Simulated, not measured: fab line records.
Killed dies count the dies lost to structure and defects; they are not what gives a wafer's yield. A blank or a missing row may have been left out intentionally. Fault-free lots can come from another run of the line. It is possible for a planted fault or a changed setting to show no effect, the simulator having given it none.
fab line records    flow n5-finfet
[record] lots = 7  wafers = 39
route steps=1938 shown PMOS_HMC_CHANNEL_EPI@57 GATE_CUT@477 BEOL_M0_SAQP@676 BEOL_M0_CUTY@714 BEOL_M0@715 BEOL_M4@1021
start-h: start of the lot's first displayed wafer, in hours after the record's first day    wait-h: hours since the lot's step before    " as in the row above    L1.1+2: several wafers, shown together as one row    - no value present, or no start provided    * or withheld: withheld    < > ~ a bound
route shown NAME@n: names a module that has steps shown in the file, with the first one's number in the route    usual: mean/standard deviation taken from wafers without a fault    same: alike in all rows    chamber/n: place in a boat    sites: the reading at each site    _std_site: how widely they spread, as a standard deviation    _edge_site: outer sites' mean less inner sites'    radius-mm: how far each site lies from the wafer's centre    mask NAME#n: copy n    behind: the most recent tool/chamber to have shaped the wafer    hold: why the lot went on hold/how many hours it stayed there/how the hold came to an end    device: the transistor (n, p or np) that didn't switch    end of line: tests of these same wafers at the route's end    a step given without rows: its recipe and nothing more    killed: the dies lost at the first sort to structure and to defects; this is not the yield of the wafer    map: the dies of a wafer, with x for killed, . for not killed, _ for no die there
set.NAME: setting as actually run; set.NAME@STEP: the setting as run at that earlier step    model.NAME: the simulator's own value behind a step, which no gauge read
lots run with intentionally changed settings; tables by step, rows by wafer
[[steps]]
[step N5_PMOS_HMC_CHANNEL_EPI_HM_DEP_34]
[recipe] material = SiO2  target-thk-a = 360  temp-c = 400  precursor = TEOS/O2  pressure-torr = 6.5  rf-w = 900  teos-flow-sccm = 161.4  gas = O2  flow-sccm = 2650  time-s = 6.9
lot.wafer  tool      chamber  start-h  wait-h  set.target-thk-a  model.SiO2_of_PMOS_HMC_CHANNEL_EPI_HM_DEP_34.thk-nm
L075.1     pecvd-02  2        22.85    0.0     360               36.61
L075.3     "         1        "        "       360               36.05
L075.4     "         1        "        "       360               36.97
L080.1     pecvd-02  1        52.52    0.0     360               36.41
L080.2     "         0        "        "       360               35.66
L080.3     "         2        "        "       360               36.02
L080.4     "         0        "        "       360               36.6
L080.5     "         2        "        "       360               36.81
L080.6     "         1        "        "       360               36.16
L086.1     pecvd-04  1        89.27    0.0     532.5             52.82
L086.2     "         2        "        "       360               35.96
L086.3     "         0        "        "       532.5             53.25
L086.4     "         1        "        "       360               36.37
L086.5     "         0        "        "       360               36.44
L086.6     "         2        "        "       532.5             53.93
L087.1     pecvd-04  1        94.93    0.0     360               36.04
L087.2     "         0        "        "       360               36.18
L087.3     "         2        "        "       360               36.13
L087.4     "         2        "        "       360               36.87
L087.5     "         1        "        "       360               36.24
L087.6     "         0        "        "       360               36.49
L089.1     pecvd-02  1        106.79   0.0     445.9             44.34
L089.2     "         0        "        "       445.9             44.67
L089.3     "         2        "        "       360               36.37
L089.4     "         1        "        "       360               36.42
L089.5     "         2        "        "       445.9             45.33
L089.6     "         0        "        "       360               36.99
L090.1     pecvd-01  1        113.05   0.0     574.5             56.77
L090.2     "         0        "        "       360               36.13
L090.3     "         2        "        "       574.5             57.43
L090.4+5   "         0,1      "        "       360               36.54
L090.6     "         2        "        "       574.5             58.01
L092.1     pecvd-02  2        124.91   0.0     360               36.15
L092.2     "         1        "        "       360               36.14
L092.3     "         0        "        "       360               35.65
L092.4     "         0        "        "       275.7             28.5
L092.5     "         1        "        "       275.7             28.13
L092.6     "         2        "        "       275.7             28.2
[step N5_GATE_CUT_HM_DEP_46]
[recipe] material = SiO2  target-thk-a = 1300  temp-c = 400  precursor = TEOS/O2  pressure-torr = 6.5  rf-w = 900  teos-flow-sccm = 161.4  gas = O2  flow-sccm = 2650  time-s = 26.6
lot.wafer  tool      chamber  start-h  wait-h  set.time-s  model.SiO2_of_GATE_CUT_HM_DEP_46.thk-nm
L075.1     pecvd-01  1        92.15    0.0     26.6        128.6
L075.3     "         2        "        "       26.6        129
L075.4     "         2        "        "       26.6        129.6
L080.1     pecvd-01  0        118.25   0.0     26.6        129.4
L080.2     "         1        "        "       26.6        129
L080.3     "         2        "        "       26.6        129.6
L080.4+6   "         2,0      "        "       26.6        131.4
L080.5     "         1        "        "       26.6        130.4
L086.1     pecvd-01  2        153.38   0.0     26.6        128.4
L086.2     "         0        "        "       40.02       191.2
L086.3     "         1        "        "       26.6        127.8
L086.4     "         0        "        "       26.6        130.6
L086.5     "         2        "        "       40.02       194.6
L086.6     "         1        "        "       40.02       193.6
L087.1     pecvd-01  2        161.83   0.0     26.6        128
L087.2     "         0        "        "       38.33       183.2
L087.3     "         1        "        "       26.6        127.6
L087.4     "         1        "        "       26.6        130.4
L087.5     "         0        "        "       38.33       184.2
L087.6     "         2        "        "       38.33       185.4
L089.1     pecvd-01  2        175.38   0.0     26.6        128.2
L089.2     "         0        "        "       26.6        128
L089.3     "         1        "        "       26.6        127.8
L089.4     "         0        "        "       37.01       177.8
L089.5     "         2        "        "       37.01       179.2
L089.6     "         1        "        "       37.01       178.6
L090.1     pecvd-02  2        177.64   0.0     26.6        130.6
L090.2     "         1        "        "       31.98       155.2
L090.3     "         0        "        "       26.6        130.2
L090.4     "         1        "        "       26.6        133
L090.5     "         0        "        "       31.98       158.6
L090.6     "         2        "        "       31.98       160.4
L092.1     pecvd-04  1        192.57   0.0     26.6        127
L092.2     "         0        "        "       37.77       178.8
L092.3     "         0        "        "       26.6        129
L092.4     "         1        "        "       37.77       180.6
L092.5     "         1        "        "       37.77       181.6
L092.6     "         0        "        "       26.6        128.2
[step N5_GATE_CUT_COAT_34]
[recipe] resist = SOC  temp-c = 250  time-s = 60  spin-rpm = 1500  resist-thk-nm = 60
[step N5_GATE_CUT_COAT_35]
[recipe] resist = SiARC  temp-c = 220  time-s = 60  spin-rpm = 1500  resist-thk-nm = 10
[step N5_GATE_CUT_STRIP_38]
[recipe] chemistry = N2/H2  temp-c = 40  n2-flow-sccm = 200  h2-flow-sccm = 200  rf-frequency-hz = 6e+07
[step N5_GATE_CUT_STRIP_39]
[recipe] chemistry = N2/H2  temp-c = 40  n2-flow-sccm = 200  h2-flow-sccm = 200  rf-frequency-hz = 6e+07
[step N5_GATE_CUT_HM_OPEN_40]
[recipe] chemistry = C4F6/O2  target = SiO2  mask-material = SiARC  target-depth-a = 1390  time-s = 85.1  ion-energy-ev = 250  pressure-mtorr = 30  source-w = 345  bias-w = 185  Ar_flow_sccm = 300  C4F6_flow_sccm = 10  O2_flow_sccm = 10  ends = cleared
[usual] etch-rf-on-time-s = 93.7/1.6
lot.wafer  tool         chamber  start-h  wait-h  set.time-s@GATE_CUT_HM_DEP_46  etch-rf-on-time-s  model.etch.depth-nm  model.SOC_of_GATE_CUT_COAT_34.thk-nm
L075.1     rie-diel-02  1        92.77    0.0     26.6                           93.1               128.7                32.8
L075.3     "            0        "        "       26.6                           92.2               129.1                32.6
L075.4     "            2        "        "       26.6                           93.1               129.5                32.6
L080.1     rie-diel-02  3        118.87   0.0     26.6                           94.7               129.4                32.8
L080.2     "            1        "        "       26.6                           94.1               129.1                33
L080.3     "            0        "        "       26.6                           94.1               129.7                32.8
L080.4     "            3        "        "       26.6                           95.2               131.5                32.4
L080.5     "            0        "        "       26.6                           94.9               130.5                32.6
L080.6     "            1        "        "       26.6                           95.2               131.3                32.8
L086.1     rie-diel-01  0        154.18   0.0     26.6                           93.3               128.5                33.2
L086.2     "            2        "        "       40.02                          134.5              191.2                19.8
L086.3     "            1        "        "       26.6                           92.5               127.8                33.4
L086.4     "            3        "        "       26.6                           93.3               130.7                32.6
L086.5     "            1        "        "       40.02                          141.2              194.7                19.4
L086.6     "            0        "        "       40.02                          140.2              193.5                19.6
L087.1     rie-diel-02  3        162.57   0.0     26.6                           93.1               128                  33
L087.2     "            2        "        "       38.33                          130.9              183.1                21.2
L087.3     "            0        "        "       26.6                           92.7               127.7                33
L087.4     "            2        "        "       26.6                           93.3               130.4                32.4
L087.5     "            0        "        "       38.33                          133.0              184.2                21.2
L087.6     "            3        "        "       38.33                          136.0              185.4                21
L089.1     rie-diel-02  1        176.10   0.0     26.6                           91.7               128.2                33.2
L089.2     "            0        "        "       26.6                           92.7               128                  33.2
L089.3     "            2        "        "       26.6                           91.1               127.9                33
L089.4     "            3        "        "       37.01                          129.7              177.8                22.6
L089.5     "            0        "        "       37.01                          130.4              179.3                22.4
L089.6     "            3        "        "       37.01                          129.9              178.6                22.4
L090.1     rie-diel-06  3        178.41   0.0     26.6                           95.2               130.7                32.6
L090.2     "            2        "        "       31.98                          114.5              155.2                27.6
L090.3     "            0        "        "       26.6                           93.6               130.3                32.6
L090.4     "            1        "        "       26.6                           97.6               133.1                32.8
L090.5     "            3        "        "       31.98                          115.2              158.6                26.6
L090.6     "            0        "        "       31.98                          115.0              160.4                26.4
L092.1     rie-diel-02  3        193.21   0.0     26.6                           92.1               127                  33.2
L092.2     "            2        "        "       37.77                          127.9              178.9                22.2
L092.3     "            1        "        "       26.6                           92.1               128.9                33.4
L092.4     "            0        "        "       37.77                          130.4              180.7                22
L092.5     "            2        "        "       37.77                          128.8              181.6                21.6
L092.6     "            3        "        "       26.6                           94.1               128.1                33
[step N5_GATE_CUT_STRIP_41]
[recipe] chemistry = CF4  resist = SiARC  power-w = 300  bias-power-w = 75  pressure-mtorr = 50  cf4-flow-sccm = 150  rf-frequency-hz = 6e+07
[step N5_GATE_CUT_STRIP_42]
[recipe] chemistry = O2  power-w = 400  temp-c = 40  pressure-mtorr = 30  rf-frequency-hz = 6e+07  bias-power-w = 0  overash-fraction = 0.3  o2-flow-sccm = 225
[step N5_GATE_CUT_ALD_22]
[recipe] material = SiNx  target-thk-a = 160  temp-c = 400  ald-precursor-family = SiH2I2  ald-co-reactant = N2/H2-plasma  pulse-time-s = 1  ald-cycles = 320  purge-time-s = 2  co-reactant-purge-time-s = 2  pressure-torr = 2
[step N5_GATE_CUT_CMP_23]
[recipe] stop-on = SiO2  t-overpolish-s = 23.4  post-cmp-clean = alkaline-brush  down-force-psi = 2.5  platen-rpm = 51.8  pad-velocity-m-s = 1.0307  target-thk-nm = 16
[step N5_GATE_CUT_THK_MEAS_24]
[recipe] reads = SiO2_of_GATE_CUT_HM_DEP_46+SiO2_flowable_of_ILD0_FCVD_FILL_01
[usual] GC_FILL_THK = 219.9/1.7
lot.wafer  tool           chamber  start-h  wait-h  set.time-s@GATE_CUT_HM_DEP_46  GC_FILL_THK[nm]
L075.1     film-metro-02  -        95.23    -       26.6                           218.9
L075.3     "              -        "        "       26.6                           219.4
L075.4     "              -        "        "       26.6                           219.9
L080.1     film-metro-02  -        121.55   -       26.6                           219.1
L080.2     "              -        "        "       26.6                           219.1
L080.3     "              -        "        "       26.6                           218.9
L080.4     "              -        "        "       26.6                           222.2
L080.5     "              -        "        "       26.6                           220.1
L080.6     "              -        "        "       26.6                           222.8
L086.1     film-metro-01  -        157.15   -       26.6                           219.7
L086.2     "              -        "        "       40.02                          281.5
L086.3     "              -        "        "       26.6                           217.7
L086.4     "              -        "        "       26.6                           221.6
L086.5     "              -        "        "       40.02                          285.9
L086.6     "              -        "        "       40.02                          285.6
L087.1     film-metro-02  -        165.67   -       26.6                           217.9
L087.2     "              -        "        "       38.33                          272.3
L087.3     "              -        "        "       26.6                           216.6
L087.4     "              -        "        "       26.6                           219.8
L087.5     "              -        "        "       38.33                          274.4
L087.6     "              -        "        "       38.33                          274.7
L089.1     film-metro-02  -        178.55   -       26.6                           217.8
L089.2     "              -        "        "       26.6                           216.5
L089.3     "              -        "        "       26.6                           218.0
L089.4     "              -        "        "       37.01                          267.0
L089.5     "              -        "        "       37.01                          268.7
L089.6     "              -        "        "       37.01                          268.8
L090.1     film-metro-01  -        180.87   -       26.6                           222.2
L090.2     "              -        "        "       31.98                          245.5
L090.3     "              -        "        "       26.6                           221.1
L090.4     "              -        "        "       26.6                           224.1
L090.5     "              -        "        "       31.98                          248.7
L090.6     "              -        "        "       31.98                          250.8
L092.1     film-metro-01  -        195.67   -       26.6                           217.0
L092.2     "              -        "        "       37.77                          269.7
L092.3     "              -        "        "       26.6                           219.4
L092.4     "              -        "        "       37.77                          271.3
L092.5     "              -        "        "       37.77                          271.4
L092.6     "              -        "        "       26.6                           217.4
[step N5_GATE_CUT_CMP_43]
[recipe] material = SiO2  post-cmp-clean = rinse-only
lot.wafer         tool    chamber      start-h  wait-h  set.time-s@GATE_CUT_HM_DEP_46  model.SiO2_of_GATE_CUT_HM_DEP_46.thk-nm
L075.1+3+4        cmp-03  1,3,0        95.26    0.0     26.6                           5
L080.4+1+2+3+5+6  cmp-02  2,3,0,1,2,3  121.58   0.0     26.6                           5
L086.3            cmp-02  2            157.18   0.0     26.6                           4.8
L086.1+4          "       3,1          "        "       26.6                           5
L086.2+5+6        "       0,2,3        "        "       40.02                          8
L087.2+6+5        cmp-02  1,1,2        165.70   0.0     38.33                          7.6
L087.3            "       2            "        "       26.6                           4.8
L087.4+1          "       3,0          "        "       26.6                           5
L089.4            cmp-02  3            178.58   0.0     37.01                          7.2
L089.1            "       0            "        "       26.6                           5
L089.2+3          "       1,2          "        "       26.6                           4.8
L089.6+5          "       3,0          "        "       37.01                          7.4
L090.3+1          cmp-02  0,3          180.90   0.0     26.6                           5
L090.4            "       1            "        "       26.6                           5.2
L090.2            "       2            "        "       31.98                          6.2
L090.6+5          "       0,1          "        "       31.98                          6.4
L092.2+4+5        cmp-03  1,3,2        195.70   0.0     37.77                          7.4
L092.3+6          "       2,1          "        "       26.6                           5
L092.1            "       0            "        "       26.6                           4.8
[step N5_BEOL_M0_SAQP_SPACER2_ALD_26]
[recipe] material = SiO2  target-thk-a = 150  temp-c = 300  ald-precursor-family = BDEAS  ald-co-reactant = O2-plasma  pulse-time-s = 1  purge-time-s = 2  co-reactant-purge-time-s = 2  pressure-torr = 2
lot.wafer         tool        chamber      start-h  wait-h  set.target-thk-a  model.SiO2_of_BEOL_M0_SAQP_SPACER2_ALD_26.thk-nm
L075.1+3+4        ald-sin-03  2,0,1        118.17   0.1     150               15
L080.1+6          ald-sin-03  1,0          143.05   0.5     111.3             11.2
L080.2+3+5        "           0,3,3        "        "       150               15
L080.4            "           2            "        "       111.3             11
L086.1+3+5        ald-sin-03  2,0,3        180.61   0.1     150               15
L086.2            "           1            "        "       235.4             23.6
L086.4+6          "           3,0          "        "       235.4             23.4
L087.1+2+3+5+6    ald-sin-03  1,2,0,2,3    187.39   0.1     150               15
L087.4            "           3            "        "       150               14.8
L089.1+5+6        ald-sin-01  2,1,2        202.95   0.1     150               15
L089.2+3+4        "           3,0,1        "        "       235.9             23.6
L090.1+4+6        ald-sin-01  3,2,2        206.46   0.1     150               15
L090.2+3+5        "           1,0,1        "        "       176               17.6
L092.1+2+3+4+5+6  ald-sin-01  2,3,1,2,1,3  219.21   0.1     150               15
[step N5_BEOL_M0_SAQP_SPACER2_ETCHBACK_27]
[recipe] chemistry = CHF3/O2  mode = anisotropic-etchback  target = SiO2  target-depth-a = 225  time-s = 11.25  pressure-mtorr = 30  source-w = 650  bias-w = 170  Ar_flow_sccm = 200  CHF3_flow_sccm = 50  O2_flow_sccm = 5  ion-energy-ev = 200
[step N5_BEOL_M0_SAQP_MANDREL2_REMOVE_110]
[recipe] chemistry = HBr/Cl2/O2  bt-time-s = 10  target = a-Si  stop-on = SiCN  endpoint = OES-SiCl  over-etch-frac = 1  icp-w = 600  bias-w = 30  HBr_flow_sccm = 150  Cl2_flow_sccm = 80  O2_flow_sccm = 5  pressure-mtorr = 10
lot.wafer         tool       chamber      start-h  wait-h  set.target-thk-a@BEOL_M0_SAQP_SPACER2_ALD_26  model.BEOL_M0_SAQP.cd-nm
L075.1            rie-si-05  3            118.81   0.1     150                                           15.2
L075.3+4          "          1,2          "        "       150                                           15
L080.1+4+6        rie-si-03  0,2,0        143.69   0.1     111.3                                         11.2
L080.2+3+5        "          3,1,1        "        "       150                                           15
L086.1+3+5        rie-si-03  1,0,0        181.24   0.1     150                                           15
L086.2+6          "          3            "        "       235.4                                         23.4
L086.4            "          2            "        "       235.4                                         23.6
L087.1+2+3+4+5+6  rie-si-05  0,1,2,0,1,2  188.03   0.1     150                                           15
L089.1+5+6        rie-si-04  3,3,0        203.63   0.1     150                                           15
L089.2+3          "          0,2          "        "       235.9                                         23.6
L089.4            "          1            "        "       235.9                                         23.4
L090.1+4+6        rie-si-05  1,3,2        207.09   0.1     150                                           15
L090.2            "          2            "        "       176                                           17.4
L090.3+5          "          0,1          "        "       176                                           17.6
L092.1+2+6        rie-si-04  0,2,3        219.91   0.1     150                                           15
L092.3+4+5        "          3,1,2        "        "       150                                           14.8
[step N5_BEOL_M0_SAQP_CD_MEAS_29]
[recipe] target-cd-nm = 14.4  landing-energy-ev = 1000  detector = se-inlens
[usual] cd-nm = 14.97/0.22
lot.wafer  tool       chamber  start-h  wait-h  set.target-thk-a@BEOL_M0_SAQP_SPACER2_ALD_26  cd-nm
L075.1     cd-sem-02  0        118.92   0.1     150                                           14.97
L075.3     "          0        "        "       150                                           14.87
L075.4     "          0        "        "       150                                           15.27
L080.1     cd-sem-02  0        143.80   0.1     111.3                                         10.95
L080.2     "          0        "        "       150                                           15.17
L080.3     "          0        "        "       150                                           14.89
L080.4     "          0        "        "       111.3                                         11.21
L080.5     "          0        "        "       150                                           14.84
L080.6     "          0        "        "       111.3                                         11.29
L086.1     cd-sem-02  0        181.35   0.1     150                                           14.80
L086.2     "          0        "        "       235.4                                         23.81
L086.3     "          0        "        "       150                                           14.44
L086.4     "          0        "        "       235.4                                         23.34
L086.5     "          0        "        "       150                                           15.00
L086.6     "          0        "        "       235.4                                         23.76
L087.1     cd-sem-03  0        188.14   0.1     150                                           14.91
L087.2     "          0        "        "       150                                           14.97
L087.3     "          0        "        "       150                                           15.12
L087.4     "          0        "        "       150                                           14.75
L087.5     "          0        "        "       150                                           15.08
L087.6     "          0        "        "       150                                           15.06
L089.1     cd-sem-01  0        203.74   0.1     150                                           15.00
L089.2     "          0        "        "       235.9                                         23.80
L089.3     "          0        "        "       235.9                                         23.41
L089.4     "          0        "        "       235.9                                         23.63
L089.5     "          0        "        "       150                                           14.98
L089.6     "          0        "        "       150                                           15.04
L090.1     cd-sem-01  0        207.20   0.1     150                                           14.94
L090.2     "          0        "        "       176                                           17.32
L090.3     "          0        "        "       176                                           17.78
L090.4     "          0        "        "       150                                           15.24
L090.5     "          0        "        "       176                                           17.11
L090.6     "          0        "        "       150                                           15.02
L092.1     cd-sem-01  0        220.02   0.1     150                                           14.92
L092.2     "          0        "        "       150                                           15.17
L092.3     "          0        "        "       150                                           15.14
L092.4     "          0        "        "       150                                           14.83
L092.5     "          0        "        "       150                                           15.02
L092.6     "          0        "        "       150                                           14.86
[step N5_BEOL_M0_SAQP_COAT_69]
[recipe] resist = SOC  temp-c = 250  time-s = 60  spin-rpm = 1500  resist-thk-nm = 90
[step N5_BEOL_M0_SAQP_COAT_72]
[recipe] resist = SiARC  temp-c = 220  time-s = 60  spin-rpm = 1500  resist-thk-nm = 15
[step N5_BEOL_M0_CUTY_STRIP_64]
[recipe] chemistry = N2/H2  temp-c = 40  n2-flow-sccm = 200  h2-flow-sccm = 200  rf-frequency-hz = 6e+07
[step N5_BEOL_M0_ETCH_138]
[recipe] chemistry = CH3F/O2  target-depth-a = 120  target = SiCN  time-s = 31.6  ion-energy-ev = 120  pressure-mtorr = 30  source-w = 395  bias-w = 75  Ar_flow_sccm = 150  CH3F_flow_sccm = 30  O2_flow_sccm = 20  ends = cleared
[step N5_BEOL_M0_HM_OPEN_105]
[recipe] chemistry = Cl2/BCl3  target-depth-a = 120  target = TiN  ion-energy-ev = 150  pressure-mtorr = 10  icp-w = 1000  bias-w = 126  Cl2_flow_sccm = 53.25  bcl3-flow-sccm = 21.75  Ar_flow_sccm = 25
lot.wafer       tool          chamber    start-h  wait-h  set.target-thk-a@BEOL_M0_SAQP_SPACER2_ALD_26  model.SiO2_of_BEOL_M0_SAQP_SPACER2_ALD_26.thk-nm
L075.1+3+4      rie-metal-02  1,1,0      123.60   2.6     150                                           2.8
L080.1+4+6      rie-metal-03  0,1,1      147.75   1.8     111.3                                         0.8
L080.2          "             1          "        "       150                                           2.8
L080.3+5        "             0          "        "       150                                           2.6
L086.1+3+5      rie-metal-03  0          187.50   4.1     150                                           2.6
L086.2+4+6      "             1          "        "       235.4                                         11.2
L087.1+3+4+5+6  rie-metal-02  0,1,0,0,1  190.50   0.2     150                                           2.6
L087.2          "             1          "        "       150                                           2.8
L089.1          rie-metal-02  1          206.86   1.0     150                                           2.8
L089.2+3+4      "             0,0,1      "        "       235.9                                         11.2
L089.5+6        "             1,0        "        "       150                                           2.6
L090.1+4+6      rie-metal-01  1          211.27   1.7     150                                           2.8
L090.2+3+5      "             0          "        "       176                                           5.4
L092.1+3+6      rie-metal-03  0,0,1      223.91   0.9     150                                           2.6
L092.2          "             1          "        "       150                                           3
L092.4+5        "             1,0        "        "       150                                           2.8
[step N5_BEOL_M4_ILD_DEP_00]
[recipe] material = SiOC  target-thk-a = 790  temp-c = 350  precursor = DEMS/O2  pressure-torr = 5  rf-w = 500  time-s = 15.3
lot.wafer  tool      chamber  start-h  wait-h  set.time-s  model.SiOC_of_BEOL_M4_ILD_DEP_00.thk-nm
L075.1     pecvd-01  2        157.48   0.0     15.3        79.6
L075.3     "         1        "        "       15.3        78.8
L075.4     "         1        "        "       15.3        81
L080.1     pecvd-01  2        186.87   0.0     15.3        79.4
L080.2     "         1        "        "       6.559       33.4
L080.3     "         0        "        "       15.3        78.6
L080.4+6   "         0,1      "        "       6.559       34.8
L080.5     "         2        "        "       15.3        81
L086.1     pecvd-01  1        225.18   0.0     15.3        78.2
L086.2     "         0        "        "       8.353       44.2
L086.3     "         2        "        "       8.353       44.6
L086.4     "         0        "        "       8.353       42.8
L086.5     "         1        "        "       15.3        80.4
L086.6     "         2        "        "       15.3        81.6
L087.1     pecvd-04  0        227.14   0.0     20.6        103.4
L087.2+3   "         2,1      "        "       20.6        104.6
L087.4     "         2        "        "       15.3        78.2
L087.5     "         0        "        "       15.3        79
L087.6     "         1        "        "       15.3        80
L089.1     pecvd-03  1        250.17   0.0     15.3        79.2
L089.2     "         0        "        "       15.3        79
L089.3     "         2        "        "       15.3        78.8
L089.4     "         2        "        "       15.3        81.4
L089.5     "         0        "        "       15.3        79.8
L089.6     "         1        "        "       15.3        80.2
L090.1+6   pecvd-04  0        252.92   0.0     15.3        79.4
L090.2     "         1        "        "       15.3        79
L090.3     "         2        "        "       15.3        79.2
L090.4     "         2        "        "       15.3        79.8
L090.5     "         1        "        "       15.3        80.6
L092.1     pecvd-01  1        269.37   0.0     15.3        78.4
L092.2     "         0        "        "       15.3        79.8
L092.3     "         2        "        "       15.3        79.6
L092.4     "         2        "        "       15.3        81
L092.5     "         0        "        "       15.3        80.2
L092.6     "         1        "        "       15.3        80.6
[step N5_BEOL_M4_THK_MEAS_01]
[recipe] reads = SiOC_of_BEOL_M4_ILD_DEP_00
[usual] M4_ILD_THK = 79.3/1.1
lot.wafer  tool           chamber  start-h  wait-h  set.time-s@BEOL_M4_ILD_DEP_00  M4_ILD_THK[nm]
L075.1     film-metro-02  -        157.55   0.0     15.3                           79.6
L075.3     "              -        "        "       15.3                           78.8
L075.4     "              -        "        "       15.3                           81.0
L080.1     film-metro-01  -        186.94   0.0     15.3                           79.5
L080.2     "              -        "        "       6.559                          33.3
L080.3     "              -        "        "       15.3                           78.6
L080.4     "              -        "        "       6.559                          34.8
L080.5     "              -        "        "       15.3                           80.9
L080.6     "              -        "        "       6.559                          34.8
L086.1     film-metro-02  -        225.25   0.0     15.3                           78.2
L086.2     "              -        "        "       8.353                          44.1
L086.3     "              -        "        "       8.353                          44.7
L086.4     "              -        "        "       8.353                          42.7
L086.5     "              -        "        "       15.3                           80.5
L086.6     "              -        "        "       15.3                           81.5
L087.1     film-metro-01  -        227.20   0.0     20.6                           103.3
L087.2     "              -        "        "       20.6                           104.6
L087.3     "              -        "        "       20.6                           104.6
L087.4     "              -        "        "       15.3                           78.2
L087.5     "              -        "        "       15.3                           79.0
L087.6     "              -        "        "       15.3                           80.0
L089.1     film-metro-02  -        250.24   0.0     15.3                           79.1
L089.2     "              -        "        "       15.3                           79.0
L089.3     "              -        "        "       15.3                           78.9
L089.4     "              -        "        "       15.3                           81.4
L089.5     "              -        "        "       15.3                           79.8
L089.6     "              -        "        "       15.3                           80.2
L090.1     film-metro-02  -        252.98   0.0     15.3                           79.5
L090.2     "              -        "        "       15.3                           79.2
L090.3     "              -        "        "       15.3                           79.2
L090.4     "              -        "        "       15.3                           79.7
L090.5     "              -        "        "       15.3                           80.7
L090.6     "              -        "        "       15.3                           79.5
L092.1     film-metro-02  -        269.44   0.0     15.3                           78.4
L092.2     "              -        "        "       15.3                           79.8
L092.3     "              -        "        "       15.3                           79.6
L092.4     "              -        "        "       15.3                           81.0
L092.5     "              -        "        "       15.3                           80.2
L092.6     "              -        "        "       15.3                           80.6
[[key]]
[split] step = N5_PMOS_HMC_CHANNEL_EPI_HM_DEP_34  setting = target-thk-a  stated = 360  by = wafer
[response] step = N5_PMOS_HMC_CHANNEL_EPI_HM_DEP_34  reading = model.SiO2_of_PMOS_HMC_CHANNEL_EPI_HM_DEP_34.thk-nm  change = +0.351  per = 1%  r = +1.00
[split] step = N5_GATE_CUT_HM_DEP_46  setting = time-s  stated = 26.6  by = wafer
[response] step = N5_GATE_CUT_HM_DEP_46  reading = model.SiO2_of_GATE_CUT_HM_DEP_46.thk-nm  change = +1.27  per = 1%  r = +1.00
[response] step = N5_GATE_CUT_HM_OPEN_40  reading = etch-rf-on-time-s  change = *  per = 1%  r = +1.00
[response] step = N5_GATE_CUT_HM_OPEN_40  reading = model.etch.depth-nm  change = +1.27  per = 1%  r = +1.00
[response] step = N5_GATE_CUT_HM_OPEN_40  reading = model.SOC_of_GATE_CUT_COAT_34.thk-nm  change = -0.269  per = 1%  r = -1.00
[response] step = N5_GATE_CUT_THK_MEAS_24  reading = GC_FILL_THK  change = +1.27  per = 1%  r = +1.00
[response] step = N5_GATE_CUT_CMP_43  reading = model.SiO2_of_GATE_CUT_HM_DEP_46.thk-nm  change = +0.0608  per = 1%  r = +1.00
[split] step = N5_BEOL_M0_SAQP_SPACER2_ALD_26  setting = target-thk-a  stated = 150  by = wafer
[response] step = N5_BEOL_M0_SAQP_SPACER2_ALD_26  reading = model.SiO2_of_BEOL_M0_SAQP_SPACER2_ALD_26.thk-nm  change = +0.15  per = 1%  r = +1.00
[response] step = N5_BEOL_M0_SAQP_MANDREL2_REMOVE_110  reading = model.BEOL_M0_SAQP.cd-nm  change = +0.149  per = 1%  r = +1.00
[response] step = N5_BEOL_M0_SAQP_CD_MEAS_29  reading = cd-nm  change = +0.152  per = 1%  r = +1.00
[response] step = N5_BEOL_M0_HM_OPEN_105  reading = model.SiO2_of_BEOL_M0_SAQP_SPACER2_ALD_26.thk-nm  shape = bent  at-lowest = 0.8  at-stated = 2.696  at-highest = 11.2
[split] step = N5_BEOL_M4_ILD_DEP_00  setting = time-s  stated = 15.3  by = wafer
[response] step = N5_BEOL_M4_ILD_DEP_00  reading = model.SiOC_of_BEOL_M4_ILD_DEP_00.thk-nm  change = +0.782  per = 1%  r = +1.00
[response] step = N5_BEOL_M4_THK_MEAS_01  reading = M4_ILD_THK  change = +0.783  per = 1%  r = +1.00
